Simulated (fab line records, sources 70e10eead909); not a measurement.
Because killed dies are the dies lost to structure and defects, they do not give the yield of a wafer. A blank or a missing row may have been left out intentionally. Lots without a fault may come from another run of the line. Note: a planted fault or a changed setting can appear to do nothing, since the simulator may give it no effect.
fab line records	flow nand_harc
[record] lots = 12	wafers = 36	last_day = 24
route steps=1159 shown A_STAIRCASE@743 A_SGD_CUT@762 A_SLIT@780 END@1159
lots with no fault: from the same line, run without faults
start_h: start of the lot's first displayed wafer, in hours after the record's first day	wait_h: how many hours have passed since the lot's step before this one	" repeats the value in the row above	L1.1+2: a single row standing in for several wafers	- no value, or no start given	* or withheld: withheld	< > ~ a bound
route shown NAME@n: names a module that has steps shown in the file, with the first one's number in the route	usual: mean/standard deviation taken from wafers without a fault	same: alike in all rows	chamber/n: place in a boat	sites: each site's reading	_std_site: the standard deviation of these	_edge_site: mean of outer sites minus mean of inner sites	radius_mm: for every site, how far away it sits from the centre of the wafer	mask NAME#n: copy n	behind: the last tool/chamber to shape the wafer	hold: what put the lot on hold/how long, in hours/how the hold closed	device: the transistor (n, p or np) that didn't switch	end of line: the route-end tests of the same wafers	for a step that has no rows: nothing shown but its recipe	killed: at the first sort, the dies lost to defects and structure; wafer yield is something else	map: shows each die of a wafer: x if killed, . if not, _ if none is there
set.NAME: the setting as run; set.NAME@STEP: as run at that earlier step	model.NAME: the simulator's own value behind a step, which no gauge read
one table for each step of the route and one row for each wafer, over a sample of lots
services: from which hour (start_h, from the record's first day; less than 0 if before it) a tool's chamber was out of use, for how many hours, and why
[[steps]]
[step NHARC_A_STAIRCASE_CMP_472]
[recipe] material = SiO2
[usual] motor_current_A = 12.4/1.3
lot.wafer	tool	chamber	start_h	wait_h	motor_current_A
L918.4	cmp-01	3	301.91	0.1	10.6
L918.5	"	3	"	"	11.0
L918.6	"	0	"	"	14.1
L919.1	cmp-01	1	322.32	0.2	12.3
L919.5	"	1	"	"	12.1
L919.6	"	2	"	"	12.0
L921.4	cmp-02	3	322.35	0.1	12.5
L921.2	"	0	"	"	13.9
L921.1	"	1	"	"	10.5
L925.1	cmp-04	2	332.02	0.2	12.4
L925.4	"	0	"	"	11.8
L925.2	"	1	"	"	14.0
L922.4	cmp-04	0	332.48	0.2	11.7
L922.6	"	3	"	"	14.2
L922.5	"	0	"	"	11.2
L923.2	cmp-01	2	332.87	0.3	11.7
L923.1	"	3	"	"	11.8
L923.6	"	3	"	"	11.2
L933.4	cmp-01	0	388.76	0.1	14.6
L933.6	"	0	"	"	14.5
L933.5	"	1	"	"	12.3
L935.3	cmp-02	2	396.98	0.2	11.7
L935.4	"	3	"	"	12.7
L935.1	"	0	"	"	13.2
L936.2	cmp-04	2	416.70	0.3	12.7
L936.1	"	3	"	"	13.9
L936.5	"	1	"	"	13.8
L939.4	cmp-01	1	434.95	0.2	11.5
L939.3	"	2	"	"	12.3
L939.6	"	3	"	"	11.4
L940.2	cmp-04	0	435.17	0.3	11.4
L940.1	"	1	"	"	14.2
L940.6	"	2	"	"	12.7
L941.2	cmp-01	2	453.93	0.3	12.4
L941.4	"	3	"	"	10.7
L941.1	"	0	"	"	14.4
[step NHARC_A_SGD_CUT_ETCH_58]
[recipe] target_depth_a = 390	over_etch_frac = 0.3	time_s = 65	ion_energy_ev = 80	cf4_flow_sccm = 150	ar_flow_sccm = 0	rf_w = 300	bias_w = 100	chemistry = CF4
[usual] drypump_motor_current_A = 5.5/0.57	oes_product_au = 1.000/0.0096	rf_vpp_V = 151.0/1.3	showerhead_plenum_p_Torr = 1.76/0.079	throttle_valve_pct = 13.284/0.0099
lot.wafer	tool	chamber	start_h	wait_h	drypump_motor_current_A	oes_product_au	rf_hours_counter_h	rf_vpp_V	showerhead_plenum_p_Torr	throttle_valve_pct
L918.4	rie_diel-05	0	303.39	0.1	4.9	1.001	9	149.8	1.67	13.290
L918.6	"	2	"	"	5.1	1.011	-	153.3	1.89	13.300
L918.5	"	3	"	"	5.2	0.996	-	153.6	1.83	13.279
L919.1	rie_diel-05	2	323.78	0.1	5.1	1.007	10	153.4	1.89	13.272
L919.5	"	1	"	"	4.7	0.997	-	150.1	1.66	13.284
L919.6	"	2	"	"	5.2	1.007	-	152.6	1.89	13.276
L921.1	rie_diel-04	2	323.78	0.1	5.4	1.004	3	153.1	1.81	13.297
L921.4	"	3	"	"	6.6	0.999	4	150.8	1.69	13.276
L921.2	"	1	"	"	5.6	0.997	4	149.7	1.69	13.292
L925.1	rie_diel-05	0	333.45	0.1	4.9	1.006	11	150.7	1.67	13.279
L925.2	"	1	"	"	4.7	1.011	11	150.8	1.66	13.286
L925.4	"	2	"	"	5.2	1.008	11	153.3	1.89	13.296
L922.4	rie_diel-04	2	333.88	0.1	5.4	1.001	4	151.0	1.81	13.293
L922.5	"	1	"	"	5.6	0.991	-	149.3	1.69	13.259
L922.6	"	2	"	"	5.4	1.012	-	150.7	1.81	13.282
L923.2	rie_diel-08	2	334.29	0.1	5.0	1.002	3	151.7	1.84	13.280
L923.1	"	3	"	"	5.8	0.990	4	150.9	1.86	13.288
L923.6	"	1	"	"	6.3	0.988	-	151.4	1.77	13.274
L933.4	rie_diel-05	2	390.16	0.1	5.2	1.014	3	152.3	1.89	13.275
L933.5	"	2	"	"	5.2	1.017	-	153.0	1.89	13.275
L933.6	"	3	"	"	5.3	1.019	-	151.9	1.83	13.270
L935.4	rie_diel-08	0	398.36	0.1	6.1	0.993	9	150.4	1.77	13.281
L935.1	"	1	"	"	6.3	0.987	8	152.2	1.77	13.293
L935.3	"	2	"	"	5.0	1.000	8	151.4	1.84	13.282
L936.2	rie_diel-04	0	417.93	0.1	5.9	1.002	13	150.1	1.70	13.300
L936.1	"	3	"	"	6.7	0.999	13	150.7	1.69	13.295
L936.5	"	1	"	"	5.6	1.003	-	149.1	1.68	13.270
L939.4	rie_diel-05	2	436.34	0.1	5.1	1.010	7	151.9	1.89	13.274
L939.3	"	3	"	"	5.2	1.004	5	151.5	1.83	13.278
L939.6	"	1	"	"	4.7	1.010	-	149.4	1.66	13.282
L940.2	rie_diel-04	3	436.53	0.1	6.6	1.004	14	149.3	1.69	13.274
L940.1	"	1	"	"	5.6	0.991	15	149.3	1.68	13.277
L940.6	"	0	"	"	5.9	0.999	-	148.9	1.70	13.278
L941.4	rie_diel-05	0	455.33	0.1	4.9	0.988	6	150.9	1.66	13.275
L941.2	"	1	"	"	4.7	1.013	8	148.4	1.66	13.272
L941.1	"	2	"	"	5.2	1.022	9	153.1	1.89	13.285
[step NHARC_A_SLIT_DEP_00]
[recipe] target_thk_a = 32000	temp_c = 400	material = aC
[usual] throttle_valve_pct = 35.001/0.0093
lot.wafer	tool	chamber	start_h	wait_h	throttle_valve_pct
L918.4	acl_dep-03	0	312.10	-	35.007
L918.5	"	0	"	"	34.994
L918.6	"	0	"	"	35.005
L921.1	acl_dep-03	0	330.83	-	35.012
L921.2	"	0	"	"	35.009
L921.4	"	0	"	"	35.005
L919.1	acl_dep-02	0	332.36	-	34.999
L919.5	"	0	333.66	-	35.014
L919.6	"	0	"	"	35.009
L923.1	acl_dep-03	0	340.02	-	35.011
L923.2	"	0	"	"	35.003
L923.6	"	0	341.62	-	34.985
L925.1	acl_dep-01	0	340.46	-	35.024
L925.2	"	0	"	"	35.007
L925.4	"	0	"	"	35.014
L922.4	acl_dep-03	0	342.90	2.7	35.000
L922.5	"	0	"	"	34.998
L922.6	"	0	"	"	35.010
L933.4	acl_dep-01	0	397.12	-	35.006
L933.5	"	0	"	"	34.999
L933.6	"	0	"	"	35.001
L935.1	acl_dep-02	0	405.27	-	34.996
L935.3	"	0	"	"	34.995
L935.4	"	0	"	"	35.009
L936.1	acl_dep-02	0	425.54	-	35.002
L936.2	"	0	"	"	35.008
L936.5	"	0	"	"	35.016
L940.1	acl_dep-03	0	443.19	-	34.994
L940.2	"	0	"	"	35.007
L940.6	"	0	444.82	-	35.004
L939.3	acl_dep-02	0	445.04	-	34.993
L939.4	"	0	"	"	34.989
L939.6	"	0	"	"	35.014
L941.1	acl_dep-01	0	463.24	-	34.993
L941.2	"	0	"	"	35.006
L941.4	"	0	"	"	35.014
[step NHARC_A_SLIT_OVL_MEAS_10]
[usual] overlay_x_nm = 0.2/0.88	overlay_y_nm = -0.2/0.94
lot.wafer	tool	chamber	start_h	wait_h	overlay_x_nm	overlay_y_nm
L918.4	overlay-02	-	313.87	-	-0.8	-1.0
L918.5	"	-	"	"	-0.1	-1.0
L918.6	"	-	"	"	-0.4	-0.4
L921.1	overlay-01	-	333.42	-	0.9	-0.3
L921.2	"	-	"	"	1.2	-0.2
L921.4	"	-	"	"	1.1	-0.2
L919.1	overlay-01	-	335.20	-	1.6	0.3
L919.5	"	-	"	"	1.4	-0.4
L919.6	"	-	"	"	1.7	0.5
L923.1	overlay-02	-	342.75	-	0.1	0.3
L923.2	"	-	"	"	0.5	0.4
L923.6	"	-	"	"	0.3	0.4
L925.1	overlay-02	-	343.19	-	-1.3	-1.8
L925.2	"	-	"	"	-1.4	-1.3
L925.4	"	-	"	"	-0.8	-2.2
L922.4	overlay-02	-	344.92	-	1.0	-0.5
L922.5	"	-	"	"	1.3	-0.4
L922.6	"	-	"	"	1.2	-0.6
L933.4	overlay-01	-	398.88	-	-0.5	-0.7
L933.5	"	-	"	"	0.3	-0.9
L933.6	"	-	"	"	-0.8	-1.0
L935.1	overlay-02	-	408.18	-	0.2	0.0
L935.3	"	-	"	"	0.5	-0.4
L935.4	"	-	"	"	0.7	-0.4
L936.1	overlay-01	-	428.51	-	-0.2	-1.7
L936.2	"	-	"	"	-0.3	-1.7
L936.5	"	-	"	"	-0.2	-1.6
L940.1	overlay-01	-	445.81	-	-1.1	-0.8
L940.2	"	-	"	"	-0.4	-0.9
L940.6	"	-	"	"	-0.3	-0.6
L939.3	overlay-01	-	447.13	-	0.1	0.1
L939.4	"	-	"	"	0.1	0.8
L939.6	"	-	"	"	-0.2	0.3
L941.1	overlay-02	-	465.83	-	0.3	-0.8
L941.2	"	-	"	"	0.6	-1.3
L941.4	"	-	"	"	0.9	-0.8
[step NHARC_A_SLIT_INSPECT_11]
[usual] raw_defect_count = 21/10
lot.wafer	tool	chamber	start_h	wait_h	hold	raw_defect_count
L918.4	defect_inspect-01	-	313.92	0.1	-	14
L918.5	"	-	"	"	-	16
L918.6	"	-	"	"	-	9
L921.1	defect_inspect-01	-	333.46	0.0	-	8
L921.2	"	-	"	"	-	14
L921.4	"	-	"	"	-	12
L919.1	defect_inspect-01	-	335.24	0.0	-	23
L919.5	"	-	"	"	-	22
L919.6	"	-	"	"	-	24
L923.1	defect_inspect-02	-	342.79	0.0	await_dispo/0.2h/release	684
L923.2	"	-	"	"	await_dispo/0.2h/release	622
L923.6	"	-	"	"	await_dispo/0.2h/release	662
L923.1	defect_inspect-02	-	342.96	0.2	-	697
L923.2	"	-	"	"	-	632
L923.6	"	-	"	"	-	666
L925.1	defect_inspect-02	-	343.23	0.0	-	28
L925.2	"	-	"	"	-	27
L925.4	"	-	"	"	-	28
L922.4	defect_inspect-02	-	344.95	0.0	await_dispo/0.2h/release	638
L922.5	"	-	"	"	await_dispo/0.2h/release	691
L922.6	"	-	"	"	await_dispo/0.2h/release	695
L922.4	defect_inspect-02	-	345.12	0.2	-	641
L922.5	"	-	"	"	-	686
L922.6	"	-	"	"	-	675
L933.4	defect_inspect-01	-	398.92	0.0	-	22
L933.5	"	-	"	"	-	11
L933.6	"	-	"	"	-	10
L935.1	defect_inspect-02	-	408.21	0.0	-	17
L935.3	"	-	"	"	-	13
L935.4	"	-	"	"	-	11
L936.1	defect_inspect-01	-	428.54	0.0	-	48
L936.2	"	-	"	"	-	32
L936.5	"	-	"	"	-	45
L940.1	defect_inspect-02	-	445.84	0.0	-	9
L940.2	"	-	"	"	-	14
L940.6	"	-	"	"	-	16
L939.3	defect_inspect-01	-	447.16	0.0	-	45
L939.4	"	-	"	"	-	28
L939.6	"	-	"	"	-	40
L941.1	defect_inspect-02	-	465.87	0.0	-	7
L941.2	"	-	"	"	-	16
L941.4	"	-	"	"	-	20
[step NHARC_END_SORT_01]
[recipe] temp_c = 25
[usual] defect_limited_yield = 95.4/1.5	killed_at_array = 28/10	killed_at_other = 0.5/0.82	killed_at_periphery = 3.4/2.2	killed_dies = 31/10	killed_open = 3.4/1.9	killed_short = 1.9/1.3	sort_bin_2_pct = 1.5/0.6	sort_bin_3_pct = 0.29/0.24	sort_bin_4_pct = 2.9/0.97	sort_n_pass = 646/10	sort_rim_yield_pct = 94.7/3	sort_yield_pct = 95.4/1.5
[same] gross_dies = 677	sort_bin_5_pct[%] = 0	sort_bin_6_pct[%] = 0	sort_bin_7_pct[%] = 0	sort_bin_8_pct[%] = 0	sort_rim_n_gross = 106.00
lot.wafer	tool	chamber	start_h	wait_h	defect_limited_yield[%]	killed_at_array	killed_at_other	killed_at_periphery	killed_dies	killed_open	killed_short	sort_bin_2_pct[%]	sort_bin_3_pct[%]	sort_bin_4_pct[%]	sort_n_pass	sort_rim_yield_pct[%]	sort_yield_pct[%]
L933.4	prober-01	0	525.59	3.4	96.8	18	0	4	22	6	1	1.2	0.30	1.8	655	99.1	96.8
L933.5	prober-01	0	526.38	3.7	97.5	16	0	1	17	3	3	1.2	0	1.3	660	97.2	97.5
L933.6	prober-01	0	527.17	4.0	97.0	16	0	4	20	7	1	0.7	0.15	2.1	657	97.2	97.0
L936.1	prober-01	0	545.57	2.5	92.3	48	0	4	52	3	2	2.5	0.74	4.4	625	89.6	92.3
L936.2	prober-01	0	546.38	2.8	93.2	44	0	2	46	2	1	2.4	0.30	4.1	631	94.3	93.2
L936.5	prober-01	0	548.79	3.7	92.8	48	0	1	49	1	4	1.9	0.44	4.9	628	90.6	92.8
L935.1	prober-02	0	547.43	2.5	94.7	34	0	2	36	7	1	1.9	0.15	3.2	641	91.5	94.7
L935.3	prober-02	0	549.02	3.1	93.4	37	0	8	45	5	3	2.1	0.30	4.3	632	92.5	93.4
L935.4	prober-02	0	549.81	3.4	94.2	37	0	2	39	4	5	1.9	0.30	3.5	638	89.6	94.2
L939.3	prober-02	0	574.74	3.1	92.2	50	1	2	53	3	2	2.7	0.74	4.4	624	91.5	92.2
L939.4	prober-02	0	575.55	3.4	94.2	33	3	3	39	2	3	2.1	0	3.7	638	94.3	94.2
L939.6	prober-02	0	577.16	4.0	91.0	57	2	2	61	5	1	2.7	0.89	5.5	616	97.2	91.0
// killed by level:class
L933.4 A_CHANNEL_HOLE_D1:chamber_film_flake=9 A_CONTACT:geometric_particle:open=2 A_STAIRCASE:chamber_film_flake=2 P_GATE:geometric_particle:short=1 P_M0:geometric_particle:open=1 A_ONON_D1:geometric_particle:open=1 A_WL_FILL:geometric_particle:open=1 A_M0:geometric_particle:open=1
L933.5 A_CHANNEL_HOLE_D1:chamber_film_flake=3 A_CONTACT:chamber_film_flake=3 A_WL_FILL:geometric_particle:short=2 A_SLIT:chamber_film_flake=2 P_GATE:geometric_particle:open=1 A_SOURCE_PLATE:geometric_particle:open=1 A_CHANNEL_FILL_D1:geometric_particle:short=1 A_BLC:geometric_particle:open=1
L933.6 A_CHANNEL_HOLE_D1:chamber_film_flake=5 P_CONTACT:geometric_particle:open=2 A_M0:geometric_particle:open=2 P_GATE:chamber_film_flake=2 A_CONTACT:chamber_film_flake=2 A_ONON_D1:geometric_particle:short=1 A_ONON_D1:geometric_particle:open=1 A_WL_FILL:geometric_particle:open=1
L936.1 A_CHANNEL_HOLE_D1:chamber_film_flake=24 A_SLIT:chamber_film_flake=12 A_STAIRCASE:chamber_film_flake=5 A_CONTACT:chamber_film_flake=3 P_M0:geometric_particle:open=1 P_M2:geometric_particle:open=1 A_WL_FILL:geometric_particle:short=1 A_M1:geometric_particle:short=1
L936.2 A_SLIT:chamber_film_flake=18 A_CHANNEL_HOLE_D1:chamber_film_flake=16 A_STAIRCASE:chamber_film_flake=4 A_CONTACT:chamber_film_flake=2 A_ONON_D1:geometric_particle:open=1 A_ONON_D1:geometric_particle:short=1 A_CONTACT:geometric_particle:open=1 P_ZERO_WELL:chamber_film_flake=1
L935.1 A_SLIT:chamber_film_flake=12 A_STAIRCASE:chamber_film_flake=7 A_CHANNEL_HOLE_D1:chamber_film_flake=4 A_CONTACT:chamber_film_flake=3 A_ONON_D1:geometric_particle:open=2 P_M0:geometric_particle:open=1 A_SOURCE_PLATE:geometric_particle:open=1 A_ONON_D1:geometric_particle:short=1
L936.5 A_CHANNEL_HOLE_D1:chamber_film_flake=24 A_SLIT:chamber_film_flake=11 A_STAIRCASE:chamber_film_flake=5 A_CONTACT:geometric_particle:short=2 A_ONON_D1:geometric_particle:short=1 A_M0:geometric_particle:short=1 A_M0:geometric_particle:open=1 P_STI:chamber_film_flake=1
L935.3 A_SLIT:chamber_film_flake=14 A_CONTACT:chamber_film_flake=10 A_CHANNEL_HOLE_D1:chamber_film_flake=6 P_STI:chamber_film_flake=3 P_M0:chamber_film_flake=3 A_CONTACT:geometric_particle:open=2 P_CONTACT:geometric_particle:short=1 A_ONON_D1:geometric_particle:short=1
L935.4 A_SLIT:chamber_film_flake=15 A_CHANNEL_HOLE_D1:chamber_film_flake=4 A_STAIRCASE:chamber_film_flake=4 A_BLC:chamber_film_flake=4 A_CONTACT:geometric_particle:short=2 A_CONTACT:chamber_film_flake=2 P_GATE:geometric_particle:short=1 A_ONON_D1:geometric_particle:short=1
L939.3 A_CHANNEL_HOLE_D1:chamber_film_flake=23 A_SLIT:chamber_film_flake=20 A_CONTACT:chamber_film_flake=3 P_CONTACT:geometric_particle:open=1 P_M2:geometric_particle:short=1 A_ONON_D1:geometric_particle:open=1 A_M0:geometric_particle:open=1 A_M1:geometric_particle:short=1
L939.4 A_CHANNEL_HOLE_D1:chamber_film_flake=16 A_SLIT:chamber_film_flake=8 A_CONTACT:chamber_film_flake=4 THIN_TSV:chamber_film_flake=3 A_STAIRCASE:chamber_film_flake=2 P_GATE:geometric_particle:open=1 P_CONTACT:geometric_particle:open=1 P_CONTACT:geometric_particle:short=1
L939.6 A_CHANNEL_HOLE_D1:chamber_film_flake=24 A_SLIT:chamber_film_flake=22 A_CONTACT:chamber_film_flake=4 A_WL_FILL:geometric_particle:open=2 THIN_TSV:chamber_film_flake=2 P_GATE:geometric_particle:open=1 P_CONTACT:geometric_particle:open=1 A_CHANNEL_FILL_D1:geometric_particle:open=1
[[services]]
tool	chamber	start_h	hours	kind
rie_diel-04	3	281.11	4.1	repair
cmp-01	-	281.30	4.0	pm
rie_diel-04	-	288.93	9.0	pm
cmp-04	-	299.13	4.5	repair
cmp-04	-	303.67	4.0	pm
cmp-04	-	311.04	2.1	repair
cmp-01	-	315.12	2.1	repair
rie_diel-05	1	318.65	1.5	repair
rie_diel-05	-	340.60	9.0	pm
cmp-01	-	341.05	4.1	repair
cmp-01	-	348.56	0.4	repair
acl_dep-02	-	351.60	13.0	pm
rie_diel-04	-	354.03	0.4	repair
rie_diel-05	0	369.69	4.2	repair
cmp-01	-	379.30	4.0	pm
rie_diel-04	-	388.29	0.5	repair
rie_diel-05	3	392.92	21.0	repair
cmp-04	-	401.67	4.0	pm
rie_diel-05	0	403.87	19.4	repair
acl_dep-03	-	407.01	13.0	pm
rie_diel-04	1	423.46	4.2	repair
cmp-04	-	423.99	1.9	repair
rie_diel-04	3	428.64	5.6	repair
cmp-01	-	451.49	0.6	repair
[[key]]
[first_sign] step = NHARC_A_SLIT_INSPECT_11	reading = visit	direction = added
[effect] step = NHARC_A_SLIT_INSPECT_11	reading = raw_defect_count	direction = up	sigmas = 64	usual = 21	struck = 665
met_at NHARC_A_SLIT_DEP_00
struck_lots L922,L923
scrapped_behind NHARC_A_SLIT_INSPECT_11 L922.4,L922.5,L922.6,L923.1,L923.2,L923.6
not_acting_at NHARC_A_STAIRCASE_CMP_472,NHARC_A_SGD_CUT_ETCH_58,NHARC_A_SLIT_OVL_MEAS_10
[fault] kind = chamber_particle_source	tool = acl_dep-03	chamber = -	onset_h = 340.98	steps = NHARC_A_SLIT_DEP_00	rate_per_visit_cm2 = 1.0137	end_h = 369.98
